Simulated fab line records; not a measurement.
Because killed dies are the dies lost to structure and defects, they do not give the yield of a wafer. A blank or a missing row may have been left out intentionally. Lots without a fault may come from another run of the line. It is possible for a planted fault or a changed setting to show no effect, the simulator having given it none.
fab line records | flow nand_harc
record: lots: 24 wafers: 72 last_day: 34
route steps=1302 shown A_CONTACT@1006
lots that met no fault: from a run of the same line without faults
start_h: hours from the record's opening day to when the first of the lot's shown wafers began | wait_h: time in hours since the lot's previous step | " unchanged from the row above | L1.1+2: several wafers, shown together as one row | - no value, or no start given | * or withheld: withheld | < > ~ a bound
route shown NAME@n: NAME is a module with steps in the file, n the number in the route of the first one | usual: the fault-free wafers' mean and standard deviation | same: alike in all rows | chamber/n: place in a boat | sites: the reading at each site | _std_site: how widely they spread, as a standard deviation | _edge_site: the outer-site mean with the inner-site mean subtracted | radius_mm: how far each site lies from the wafer's centre | mask NAME#n: copy n | behind: tool/chamber where the wafer was last shaped | hold: reason for holding the lot/hours on hold/outcome of the hold | device: whichever transistor did not switch (one of n, p or np) | end of line: at the end of the route, the tests of the same wafers | a step given without rows: its recipe and nothing more | killed: the dies lost at the first sort to structure and to defects; this is not the yield of the wafer | map: the dies of a wafer, with x for killed, . for not killed, _ for no die there
set.NAME: setting as actually run; set.NAME@STEP: the setting as run at that earlier step | model.NAME: the simulator's own value behind a step, which no gauge read
steps of the route over a sample of lots; a table a step, a row a wafer
services: when a tool's chamber went out of use (start_h, in hours from the record's first day, below 0 if earlier), for how many hours, and the reason
== steps ==
step: NHARC_A_CONTACT_ETCH_112
recipe: source_w: withheld pressure_mtorr: 20 bias_v: 3000 time_s: 190 target_depth_a: 18500 ar_flow_sccm: withheld c4f8_flow_sccm: withheld o2_flow_sccm: withheld chemistry: C4F8/O2/Ar
columns lot.wafer tool chamber start_h wait_h rf_hours_counter_h
L074.1 har_cap_etch-02 1 485.91 0.2 81
L074.6 " 1 " " -
L074.5 " 0 " " -
L075.1 har_cap_etch-03 0 505.35 0.2 40
L075.2 " 1 " " 40
L075.6 " 0 " " -
L076.2 har_cap_etch-02 0 514.54 0.2 86
L076.4 " 0 " " -
L076.5 " 0 " " -
L077.1 har_cap_etch-01 1 528.27 0.2 2
L077.3 " 0 " " -
L077.6 " 1 " " -
L078.4 har_cap_etch-03 0 529.08 0.2 -
L078.3 " 1 " " -
L078.6 " 0 " " -
L080.4 har_cap_etch-02 1 543.72 0.2 -
L080.3 " 0 " " -
L080.5 " 0 " " -
L079.2 har_cap_etch-01 0 555.11 0.2 7
L079.4 " 1 " " -
L079.6 " 0 " " -
L081.2 har_cap_etch-03 0 579.58 0.2 52
L081.1 " 1 " " 52
L081.6 " 0 " " -
L082.2 har_cap_etch-02 0 580.48 0.2 97
L082.1 " 1 " " 97
L082.6 " 0 " " -
L083.4 har_cap_etch-03 0 590.38 0.2 -
L083.3 " 1 " " -
L083.5 " 0 " " -
L084.2 har_cap_etch-02 0 601.04 0.2 101
L084.3 " 1 " " -
L084.5 " 1 " " -
L085.2 har_cap_etch-03 1 605.01 0.2 58
L085.6 " 1 " " -
L085.5 " 0 " " -
L086.4 har_cap_etch-02 0 610.47 0.2 -
L086.3 " 1 " " -
L086.5 " 0 " " -
L088.2 har_cap_etch-02 0 627.28 0.2 107
L088.3 " 0 " " -
L088.5 " 0 " " -
L087.2 har_cap_etch-03 0 632.02 0.2 64
L087.1 " 1 " " 64
L087.5 " 0 " " -
L089.2 har_cap_etch-02 0 633.19 0.2 109
L089.4 " 1 " " -
L089.6 " 1 " " -
L091.1 har_cap_etch-02 1 642.49 0.2 112
L091.2 " 0 " " 112
L091.5 " 0 " " -
L090.1 har_cap_etch-01 1 643.15 0.2 23
L090.3 " 1 " " -
L090.6 " 0 " " -
L092.1 har_cap_etch-01 1 677.99 0.2 28
L092.3 " 0 " " -
L092.6 " 0 " " -
L093.1 har_cap_etch-03 0 678.95 0.2 73
L093.3 " 0 " " -
L093.6 " 1 " " -
L094.1 har_cap_etch-02 1 689.99 0.2 119
L094.4 " 1 " " -
L094.5 " 1 " " -
L095.1 har_cap_etch-01 0 695.27 0.2 32
L095.3 " 0 " " -
L095.6 " 1 " " -
L096.2 har_cap_etch-02 0 718.42 0.2 124
L096.4 " 0 " " -
L096.6 " 0 " " -
L097.1 har_cap_etch-03 1 727.57 0.2 79
L097.3 " 0 " " -
L097.5 " 0 " " -
step: NHARC_A_CONTACT_ETCH_113
recipe: source_w: withheld pressure_mtorr: 20 bias_v: 3000 time_s: 190 target_depth_a: 18500 ar_flow_sccm: withheld c4f8_flow_sccm: withheld o2_flow_sccm: withheld chemistry: C4F8/O2/Ar
columns lot.wafer tool chamber start_h wait_h rf_hours_counter_h
L074.1 har_cap_etch-02 1 486.08 0.1 81
L074.6 " 1 " " -
L074.5 " 0 " " -
L075.1 har_cap_etch-03 0 505.52 0.1 40
L075.2 " 1 " " 40
L075.6 " 0 " " -
L076.2 har_cap_etch-02 0 514.72 0.1 86
L076.4 " 0 " " -
L076.5 " 0 " " -
L077.1 har_cap_etch-01 1 528.44 0.1 2
L077.3 " 0 " " -
L077.6 " 1 " " -
L078.4 har_cap_etch-03 0 529.26 0.1 -
L078.3 " 1 " " -
L078.6 " 0 " " -
L080.4 har_cap_etch-02 1 543.93 0.2 -
L080.3 " 0 " " -
L080.5 " 0 " " -
L079.2 har_cap_etch-01 0 555.28 0.1 7
L079.4 " 1 " " -
L079.6 " 0 " " -
L081.2 har_cap_etch-03 0 579.75 0.1 52
L081.1 " 1 " " 52
L081.6 " 0 " " -
L082.2 har_cap_etch-02 0 580.65 0.1 97
L082.1 " 1 " " 97
L082.6 " 0 " " -
L083.4 har_cap_etch-03 0 590.56 0.1 -
L083.3 " 1 " " -
L083.5 " 0 " " -
L084.2 har_cap_etch-02 0 601.21 0.1 101
L084.3 " 1 " " -
L084.5 " 1 " " -
L085.2 har_cap_etch-03 1 605.24 0.2 58
L085.6 " 1 " " -
L085.5 " 0 " " -
L086.4 har_cap_etch-02 0 610.64 0.1 -
L086.3 " 1 " " -
L086.5 " 0 " " -
L088.2 har_cap_etch-02 0 627.45 0.1 107
L088.3 " 0 " " -
L088.5 " 0 " " -
L087.2 har_cap_etch-03 0 632.19 0.1 64
L087.1 " 1 " " 64
L087.5 " 0 " " -
L089.2 har_cap_etch-02 0 633.36 0.1 110
L089.4 " 1 " " -
L089.6 " 1 " " -
L091.1 har_cap_etch-02 1 642.66 0.1 112
L091.2 " 0 " " 112
L091.5 " 0 " " -
L090.1 har_cap_etch-01 1 643.32 0.1 23
L090.3 " 1 " " -
L090.6 " 0 " " -
L092.1 har_cap_etch-01 1 678.17 0.1 28
L092.3 " 0 " " -
L092.6 " 0 " " -
L093.1 har_cap_etch-03 0 679.18 0.2 73
L093.3 " 0 " " -
L093.6 " 1 " " -
L094.1 har_cap_etch-02 1 690.21 0.2 119
L094.4 " 1 " " -
L094.5 " 1 " " -
L095.1 har_cap_etch-01 0 695.45 0.1 32
L095.3 " 0 " " -
L095.6 " 1 " " -
L096.2 har_cap_etch-02 0 718.59 0.1 124
L096.4 " 0 " " -
L096.6 " 0 " " -
L097.1 har_cap_etch-03 1 727.74 0.1 80
L097.3 " 0 " " -
L097.5 " 0 " " -
step: NHARC_A_CONTACT_ETCH_120
recipe: source_w: withheld pressure_mtorr: 20 bias_v: 3000 time_s: 190 target_depth_a: 18500 ar_flow_sccm: withheld c4f8_flow_sccm: withheld o2_flow_sccm: withheld chemistry: C4F8/O2/Ar
columns lot.wafer tool chamber start_h wait_h rf_hours_counter_h
L074.1 har_cap_etch-02 1 487.28 0.1 82
L074.6 " 1 " " -
L074.5 " 0 " " -
L075.1 har_cap_etch-03 0 506.72 0.1 41
L075.2 " 1 " " 41
L075.6 " 0 " " -
L076.2 har_cap_etch-02 0 515.91 0.1 87
L076.4 " 0 " " -
L076.5 " 0 " " -
L077.1 har_cap_etch-01 1 529.64 0.1 3
L077.3 " 0 " " -
L077.6 " 1 " " -
L078.4 har_cap_etch-03 0 530.46 0.1 -
L078.3 " 1 " " -
L078.6 " 0 " " -
L080.4 har_cap_etch-02 1 545.13 0.1 -
L080.3 " 0 " " -
L080.5 " 0 " " -
L079.2 har_cap_etch-01 0 556.49 0.1 9
L079.4 " 1 " " -
L079.6 " 0 " " -
L081.2 har_cap_etch-03 0 580.95 0.1 53
L081.1 " 1 " " 53
L081.6 " 0 " " -
L082.2 har_cap_etch-02 0 581.84 0.1 98
L082.1 " 1 " " 98
L082.6 " 0 " " -
L083.4 har_cap_etch-03 0 591.76 0.1 -
L083.3 " 1 " " -
L083.5 " 0 " " -
L084.2 har_cap_etch-02 0 602.41 0.1 103
L084.3 " 1 " " -
L084.5 " 1 " " -
L085.2 har_cap_etch-03 1 606.84 0.2 59
L085.6 " 1 " " -
L085.5 " 0 " " -
L086.4 har_cap_etch-02 0 611.83 0.1 -
L086.3 " 1 " " -
L086.5 " 0 " " -
L088.2 har_cap_etch-02 0 628.65 0.1 108
L088.3 " 0 " " -
L088.5 " 0 " " -
L087.2 har_cap_etch-03 0 633.39 0.1 65
L087.1 " 1 " " 65
L087.5 " 0 " " -
L089.2 har_cap_etch-02 0 634.56 0.1 111
L089.4 " 1 " " -
L089.6 " 1 " " -
L091.1 har_cap_etch-02 1 643.87 0.1 113
L091.2 " 0 " " 113
L091.5 " 0 " " -
L090.1 har_cap_etch-01 1 644.52 0.1 24
L090.3 " 1 " " -
L090.6 " 0 " " -
L092.1 har_cap_etch-01 1 679.36 0.1 29
L092.3 " 0 " " -
L092.6 " 0 " " -
L093.1 har_cap_etch-03 0 680.78 0.2 74
L093.3 " 0 " " -
L093.6 " 1 " " -
L094.1 har_cap_etch-02 1 691.64 0.1 120
L094.4 " 1 " " -
L094.5 " 1 " " -
L095.1 har_cap_etch-01 0 696.65 0.1 33
L095.3 " 0 " " -
L095.6 " 1 " " -
L096.2 har_cap_etch-02 0 719.78 0.1 125
L096.4 " 0 " " -
L096.6 " 0 " " -
L097.1 har_cap_etch-03 1 728.93 0.1 81
L097.3 " 0 " " -
L097.5 " 0 " " -
step: NHARC_A_CONTACT_ETCH_90
recipe: target_depth_a: 400 over_etch_frac: 0.5 time_s: 85.7 ion_energy_ev: 120 ch3f_flow_sccm: 50 o2_flow_sccm: 30 ar_flow_sccm: 200 rf_w: 500 bias_w: 100 chemistry: CH3F/O2
usual: drypump_motor_current_A: 5.6/0.46 o2_flow_sccm: 29.99/0.078 oes_product_au: 0.95/0.035 rf_vpp_V: 244.8/1.8 showerhead_plenum_p_Torr: 2.49/0.12 throttle_valve_pct: 20.663/0.0093
columns lot.wafer tool chamber start_h wait_h drypump_motor_current_A o2_flow_sccm oes_product_au rf_hours_counter_h rf_vpp_V showerhead_plenum_p_Torr throttle_valve_pct
L074.1 rie_diel-12 3 488.77 0.9 6.3 29.86 0.93 5 247.3 2.57 20.669
L074.5 " 0 " " 5.3 30.03 0.93 - 245.0 2.55 20.666
L074.6 " 1 " " 5.9 29.98 0.91 - 246.6 2.59 20.642
L075.1 rie_diel-12 3 508.23 0.9 6.3 30.10 0.93 9 245.8 2.57 20.675
L075.2 " 0 " " 5.3 30.01 0.94 8 244.3 2.55 20.652
L075.6 " 1 " " 5.9 30.02 0.92 - 246.2 2.59 20.643
L076.4 rie_diel-12 0 517.43 0.7 5.3 30.00 0.93 9 245.4 2.55 20.649
L076.2 " 1 " " 5.9 30.04 0.92 10 246.3 2.59 20.663
L076.5 " 3 " " 6.3 29.98 0.94 - 246.6 2.57 20.665
L077.3 rie_diel-01 1 531.13 0.6 6.0 30.00 0.93 48 242.7 2.41 20.662
L077.1 " 2 " " 5.4 30.02 0.92 52 242.7 2.29 20.656
L077.6 " 2 " " 5.4 29.95 0.92 - 243.1 2.29 20.657
L078.4 rie_diel-07 2 531.90 0.7 5.9 29.97 0.97 22 244.7 2.52 20.666
L078.3 " 3 " " 5.8 30.06 0.99 20 247.0 2.58 20.661
L078.6 " 2 " " 5.9 29.90 0.98 - 244.3 2.52 20.658
L080.3 rie_diel-12 1 546.59 0.7 5.9 30.07 0.91 15 247.0 2.58 20.643
L080.4 " 2 " " 5.1 29.99 0.92 14 242.4 2.30 20.656
L080.5 " 0 " " 5.3 30.00 0.93 - 246.1 2.55 20.671
L079.2 rie_diel-12 1 557.97 0.8 5.9 30.14 0.94 16 244.7 2.58 20.672
L079.4 " 3 " " 6.3 29.92 0.99 16 246.0 2.57 20.662
L079.6 " 1 " " 5.9 29.88 0.95 - 247.2 2.58 20.655
L081.1 rie_diel-12 0 582.44 0.8 5.3 30.05 0.92 19 245.5 2.55 20.675
L081.2 " 3 " " 6.3 30.00 0.94 19 245.2 2.56 20.645
L081.6 " 0 " " 5.3 29.95 0.91 - 245.6 2.55 20.671
L082.1 rie_diel-12 3 583.33 0.8 6.3 29.95 1.01 19 246.6 2.56 20.677
L082.2 " 1 " " 5.9 29.99 1.00 19 247.1 2.58 20.670
L082.6 " 0 " " 5.3 30.04 1.00 - 246.5 2.55 20.661
L083.3 rie_diel-07 0 593.22 0.7 6.0 29.97 0.91 44 246.3 2.60 20.673
L083.4 " 1 " " 5.4 30.09 0.93 - 242.0 2.28 20.647
L083.5 " 2 " " 5.9 30.01 0.93 - 245.0 2.51 20.675
L084.2 rie_diel-12 0 603.90 0.9 5.3 30.04 0.91 22 245.8 2.55 20.680
L084.3 " 2 " " 5.1 29.90 0.94 22 242.3 2.30 20.671
L084.5 " 0 " " 5.3 30.11 0.93 - 245.1 2.55 20.668
L085.2 rie_diel-01 0 608.65 1.0 5.1 30.09 0.94 15 247.1 2.58 20.682
L085.6 " 1 " " 6.0 30.01 0.92 - 241.6 2.40 20.654
L085.5 " 3 " " 4.9 30.10 0.92 - 241.7 2.32 20.672
L086.3 rie_diel-12 0 613.28 0.6 5.3 29.83 1.00 23 246.0 2.55 20.645
L086.4 " 1 " " 5.9 29.98 0.98 23 245.3 2.58 20.648
L086.5 " 3 " " 6.3 29.97 1.01 - 245.2 2.56 20.663
L088.3 rie_diel-07 0 630.17 0.7 6.0 30.06 0.89 54 246.9 2.59 20.658
L088.2 " 2 " " 5.9 29.90 0.93 54 244.1 2.51 20.674
L088.5 " 3 " " 5.8 29.90 0.93 - 246.1 2.57 20.662
L087.1 rie_diel-12 2 634.88 0.8 5.1 29.94 1.00 0 242.3 2.30 20.665
L087.2 " 0 " " 5.3 29.97 1.00 0 244.6 2.55 20.643
L087.5 " 3 " " 6.3 30.06 1.01 - 244.8 2.56 20.664
L089.4 rie_diel-12 3 636.05 0.6 6.3 30.05 1.00 0 246.5 2.56 20.647
L089.2 " 0 " " 5.3 29.88 1.00 0 245.5 2.55 20.657
L089.6 " 0 " " 5.3 29.96 1.00 - 244.6 2.55 20.654
L091.1 rie_diel-12 0 645.37 0.9 5.3 30.11 1.00 2 245.8 2.55 20.672
L091.2 " 1 " " 5.9 30.08 0.99 2 245.2 2.58 20.658
L091.5 " 3 " " 6.3 30.01 1.01 - 246.3 2.56 20.668
L090.1 rie_diel-01 1 646.02 0.9 6.0 30.00 0.92 31 243.6 2.39 20.667
L090.3 " 0 " " 5.1 30.04 0.94 31 243.9 2.58 20.672
L090.6 " 1 " " 6.1 29.94 0.92 - 244.2 2.39 20.650
L092.1 rie_diel-01 1 680.87 0.9 6.0 29.95 1.00 41 243.3 2.39 20.666
L092.3 " 2 " " 5.4 30.04 0.98 35 246.8 2.65 20.658
L092.6 " 0 " " 5.1 30.03 1.01 - 245.7 2.57 20.658
L093.3 rie_diel-12 0 682.64 0.8 5.3 30.00 0.95 7 245.4 2.54 20.666
L093.1 " 1 " " 5.9 29.84 0.95 8 247.6 2.58 20.650
L093.6 " 2 " " 5.1 29.99 0.98 - 240.8 2.29 20.680
L094.1 rie_diel-01 2 693.14 0.9 5.4 29.98 0.91 38 246.5 2.64 20.667
L094.4 " 0 " " 5.1 29.85 0.94 43 247.6 2.57 20.667
L094.5 " 1 " " 6.0 29.81 0.92 - 242.6 2.39 20.670
L095.3 rie_diel-01 2 698.15 0.7 5.4 30.17 0.91 40 247.6 2.64 20.660
L095.1 " 3 " " 5.0 29.98 0.91 43 241.5 2.31 20.661
L095.6 " 1 " " 6.1 29.81 0.93 - 243.7 2.39 20.673
L096.2 rie_diel-12 3 721.26 0.9 6.3 30.19 0.93 13 245.7 2.56 20.663
L096.4 " 1 " " 5.9 30.00 0.92 17 245.4 2.57 20.659
L096.6 " 3 " " 6.3 30.06 0.93 - 244.8 2.56 20.649
L097.3 rie_diel-12 3 730.43 0.6 6.3 30.06 0.93 16 245.8 2.56 20.665
L097.1 " 2 " " 5.1 29.97 0.93 16 240.9 2.29 20.677
L097.5 " 0 " " 5.3 29.98 0.93 - 245.8 2.54 20.667
step: NHARC_A_CONTACT_ETCH_76
recipe: target_depth_a: 2600 over_etch_frac: 0.3 time_s: 475.3 ion_energy_ev: 200 n2_flow_sccm: 150 h2_flow_sccm: 150 ar_flow_sccm: 0 rf_w: 400 bias_w: 150 chemistry: N2/H2
usual: drypump_motor_current_A: 5.6/0.45 h2_flow_sccm: 150.0/0.43 oes_product_au: 0.999/0.013 rf_vpp_V: 431.5/2.9 showerhead_plenum_p_Torr: 2.08/0.1 throttle_valve_pct: 14.172/0.0094
columns lot.wafer tool chamber start_h wait_h drypump_motor_current_A h2_flow_sccm oes_product_au rf_hours_counter_h rf_vpp_V showerhead_plenum_p_Torr throttle_valve_pct
L074.1 rie_diel-12 0 - - 5.4 151.1 1.003 6 433.7 2.12 14.181
L074.6 " 3 " " 6.3 149.5 0.996 - 434.2 2.14 14.181
L074.5 " 0 " " 5.3 150.3 0.995 - 432.9 2.12 14.176
L075.2 rie_diel-01 3 - - 4.9 150.7 1.002 45 427.6 1.92 14.196
L075.1 " 2 " " 5.4 150.1 1.002 46 427.6 1.89 14.189
L075.6 " 0 " " 5.1 149.8 0.997 - 433.3 2.16 14.168
L076.2 rie_diel-07 2 - - 5.9 149.8 1.003 18 432.8 2.10 14.175
L076.4 " 0 " " 5.9 150.0 0.979 15 434.8 2.17 14.172
L076.5 " 3 " " 5.8 149.5 0.995 - 434.5 2.15 14.175
L077.1 rie_diel-12 1 - - 5.9 149.4 0.988 12 433.1 2.15 14.187
L077.3 " 0 " " 5.3 149.7 0.996 11 433.0 2.12 14.171
L077.6 " 2 " " 5.1 150.7 1.016 - 428.0 1.90 14.176
L078.3 rie_diel-07 3 - - 5.9 149.9 1.011 22 433.7 2.15 14.174
L078.4 " 3 " " 5.9 150.2 1.011 - 433.3 2.15 14.171
L078.6 " 0 " " 5.9 150.0 0.986 - 434.3 2.17 14.173
L080.3 rie_diel-12 2 - - 5.1 149.1 0.995 15 427.0 1.90 14.155
L080.4 " 3 " " 6.3 149.4 1.015 15 433.4 2.13 14.169
L080.5 " 1 " " 5.9 149.8 0.981 - 433.4 2.15 14.180
L079.2 rie_diel-12 2 - - 5.1 149.7 1.003 16 425.3 1.90 14.179
L079.4 " 3 " " 6.3 149.8 1.007 16 433.0 2.13 14.184
L079.6 " 1 " " 5.9 150.0 0.992 - 434.7 2.15 14.183
L081.2 rie_diel-12 3 - - 6.3 150.5 1.006 20 432.5 2.13 14.169
L081.1 " 0 " " 5.3 149.7 0.984 19 432.2 2.12 14.173
L081.6 " 2 " " 5.1 149.8 1.010 - 427.3 1.90 14.176
L082.1 rie_diel-12 2 - - 5.0 150.4 1.012 20 426.3 1.90 14.171
L082.2 " 3 " " 6.3 150.1 1.006 21 433.5 2.13 14.174
L082.6 " 2 " " 5.1 150.4 1.010 - 427.0 1.90 14.188
L083.3 rie_diel-01 3 - - 4.9 149.9 0.995 8 428.4 1.92 14.174
L083.4 " 2 " " 5.4 150.5 0.981 8 436.1 2.22 14.175
L083.5 " 0 " " 5.1 150.5 1.024 - 433.3 2.15 14.177
L084.2 rie_diel-01 0 - - 5.1 149.6 1.030 15 434.3 2.15 14.171
L084.3 " 3 " " 4.9 150.2 0.984 12 426.9 1.92 14.182
L084.5 " 1 " " 6.0 150.5 1.001 - 428.9 1.99 14.158
L085.2 rie_diel-12 1 - - 5.9 150.4 0.978 23 433.2 2.15 14.181
L085.5 " 3 " " 6.3 150.1 1.015 - 434.4 2.13 14.160
L085.6 " 0 " " 5.3 149.6 0.992 - 432.5 2.12 14.162
L086.4 rie_diel-01 2 - - 5.4 150.8 0.978 11 436.0 2.21 14.165
L086.3 " 3 " " 4.9 149.1 0.992 15 426.1 1.92 14.156
L086.5 " 2 " " 5.4 150.2 0.982 - 433.5 2.21 14.167
L088.2 rie_diel-07 2 - - 5.9 149.9 1.018 56 430.8 2.08 14.202
L088.3 " 0 " " 5.9 149.8 0.981 56 432.7 2.16 14.168
L088.5 " 2 " " 5.9 149.6 1.002 - 430.6 2.08 14.173
L087.1 rie_diel-12 0 - - 5.3 150.7 0.989 0 431.6 2.12 14.172
L087.2 " 3 " " 6.3 150.0 1.014 1 432.6 2.13 14.165
L087.5 " 1 " " 5.9 150.4 0.991 - 432.7 2.15 14.169
L089.2 rie_diel-12 2 - - 5.1 150.0 1.009 1 425.9 1.90 14.164
L089.4 " 3 " " 6.3 149.6 1.018 1 431.8 2.13 14.185
L089.6 " 1 " " 5.9 149.4 0.986 - 432.9 2.15 14.171
L091.2 rie_diel-12 2 - - 5.1 150.3 1.008 2 425.9 1.90 14.170
L091.1 " 3 " " 6.3 149.6 1.017 2 433.1 2.13 14.178
L091.5 " 0 " " 5.3 150.5 0.992 - 432.5 2.12 14.163
L090.1 rie_diel-01 0 - - 5.1 150.3 1.012 32 432.6 2.14 14.180
L090.3 " 1 " " 6.0 150.3 1.005 32 426.7 1.98 14.167
L090.6 " 2 " " 5.4 150.6 0.981 - 435.2 2.21 14.170
L092.1 rie_diel-07 0 - - 5.9 150.6 0.986 11 433.1 2.15 14.175
L092.3 " 1 " " 5.4 150.1 1.001 10 435.1 2.21 14.177
L092.6 " 2 " " 5.9 150.3 0.999 - 431.4 2.08 14.178
L093.3 rie_diel-12 0 - - 5.4 149.8 1.016 8 431.6 2.11 14.181
L093.1 " 1 " " 5.9 149.5 0.992 9 431.9 2.14 14.167
L093.6 " 3 " " 6.3 149.8 1.002 - 432.9 2.13 14.161
L094.1 rie_diel-12 0 - - 5.3 150.0 1.009 11 432.1 2.11 14.182
L094.5 " 1 " " 5.9 150.3 0.998 - 433.2 2.14 14.153
L094.4 " 3 " " 6.3 150.0 1.001 - 433.8 2.13 14.173
L095.1 rie_diel-12 3 - - 6.3 150.0 0.991 10 432.8 2.13 14.177
L095.3 " 0 " " 5.4 149.3 0.992 12 434.0 2.11 14.165
L095.6 " 2 " " 5.1 149.6 1.010 - 425.6 1.89 14.166
L096.4 rie_diel-12 1 - - 5.9 149.5 0.979 18 432.0 2.14 14.160
L096.2 " 2 " " 5.1 150.0 1.003 15 426.8 1.89 14.175
L096.6 " 2 " " 5.1 149.5 0.996 - 428.2 1.89 14.173
L097.1 rie_diel-12 0 - - 5.4 150.3 1.008 18 432.4 2.11 14.169
L097.3 " 1 " " 5.9 148.8 1.001 19 433.2 2.14 14.157
L097.5 " 0 " " 5.3 149.8 1.002 - 432.5 2.11 14.168
step: NHARC_A_CONTACT_ETCH_124
recipe: source_w: withheld pressure_mtorr: 20 bias_v: withheld time_s: 140 target_depth_a: 7000 ar_flow_sccm: withheld c4f8_flow_sccm: withheld o2_flow_sccm: withheld chemistry: C4F8/O2/Ar
columns lot.wafer tool chamber start_h wait_h rf_hours_counter_h
L074.1 har_cap_etch-03 0 498.27 - 38
L074.5 " 1 " " -
L074.6 " 0 " " -
L075.1 har_cap_etch-01 0 515.59 - 0
L075.2 " 1 " " 0
L075.6 " 1 " " -
L076.2 har_cap_etch-02 0 524.30 - 88
L076.4 " 0 " " -
L076.5 " 1 " " -
L077.1 har_cap_etch-01 0 538.71 - 4
L077.3 " 1 " " -
L077.6 " 0 " " -
L078.4 har_cap_etch-03 0 539.73 - -
L078.3 " 1 " " -
L078.6 " 1 " " -
L080.3 har_cap_etch-02 1 553.89 - -
L080.4 " 0 " " -
L080.5 " 0 " " -
L079.2 har_cap_etch-02 1 564.87 - 95
L079.4 " 1 " " -
L079.6 " 1 " " -
L081.2 har_cap_etch-01 0 589.22 - 11
L081.1 " 1 " " 11
L081.6 " 1 " " -
L082.1 har_cap_etch-02 1 593.05 - 99
L082.2 " 0 " " 99
L082.6 " 1 " " -
L083.3 har_cap_etch-03 1 600.29 - -
L083.4 " 0 " " -
L083.5 " 0 " " -
L084.2 har_cap_etch-03 0 611.51 - 60
L084.3 " 1 " " -
L084.5 " 0 " " -
L085.2 har_cap_etch-01 0 615.52 - 17
L085.6 " 1 " " -
L085.5 " 0 " " -
L086.4 har_cap_etch-03 0 622.34 - -
L086.3 " 1 " " -
L086.5 " 1 " " -
L088.2 har_cap_etch-01 0 637.71 - 21
L088.3 " 1 " " -
L088.5 " 0 " " -
L087.1 har_cap_etch-03 1 642.09 - 66
L087.2 " 0 " " 66
L087.5 " 1 " " -
L089.2 har_cap_etch-03 0 644.66 - 68
L089.4 " 1 " " -
L089.6 " 1 " " -
L091.1 har_cap_etch-03 0 652.34 - 69
L091.2 " 1 " " 69
L091.5 " 0 " " -
L090.1 har_cap_etch-02 0 653.42 - 115
L090.3 " 0 " " -
L090.6 " 0 " " -
L092.1 har_cap_etch-01 0 690.39 - 30
L092.3 " 1 " " -
L092.6 " 0 " " -
L093.1 har_cap_etch-03 0 691.06 - 75
L093.3 " 1 " " -
L093.6 " 1 " " -
L094.1 har_cap_etch-01 0 701.31 - 34
L094.4 " 0 " " -
L094.5 " 0 " " -
L095.1 har_cap_etch-02 1 705.23 - 122
L095.3 " 1 " " -
L095.6 " 1 " " -
L096.2 har_cap_etch-02 0 729.20 - 126
L096.4 " 1 " " -
L096.6 " 1 " " -
L097.1 har_cap_etch-03 0 738.41 - 82
L097.3 " 1 " " -
L097.5 " 1 " " -
== services ==
columns tool chamber start_h hours kind
rie_diel-07 - 472.85 9.0 pm
rie_diel-12 3 474.38 4.0 repair
rie_diel-12 0 478.91 - clean
rie_diel-12 1 478.91 - clean
rie_diel-12 2 478.91 - clean
rie_diel-12 3 478.91 - clean
rie_diel-12 2 483.40 7.5 repair
har_cap_etch-01 - 497.00 17.0 pm
rie_diel-07 1 533.96 17.1 repair
rie_diel-01 - 558.53 9.0 pm
har_cap_etch-03 - 565.16 0.4 repair
rie_diel-07 3 592.66 15.5 repair
rie_diel-12 - 622.41 9.0 pm
rie_diel-07 1 627.64 3.5 repair
har_cap_etch-01 - 637.38 0.2 repair
rie_diel-12 - 640.97 1.3 repair
rie_diel-07 - 649.85 9.0 pm
rie_diel-12 0 654.26 5.0 repair
rie_diel-12 3 655.28 10.7 repair
har_cap_etch-01 - 658.40 0.5 repair
har_cap_etch-01 - 664.87 0.3 repair
rie_diel-12 2 695.17 7.1 repair
rie_diel-01 1 720.80 17.8 repair
rie_diel-01 3 727.61 5.5 repair
== key ==
fault none
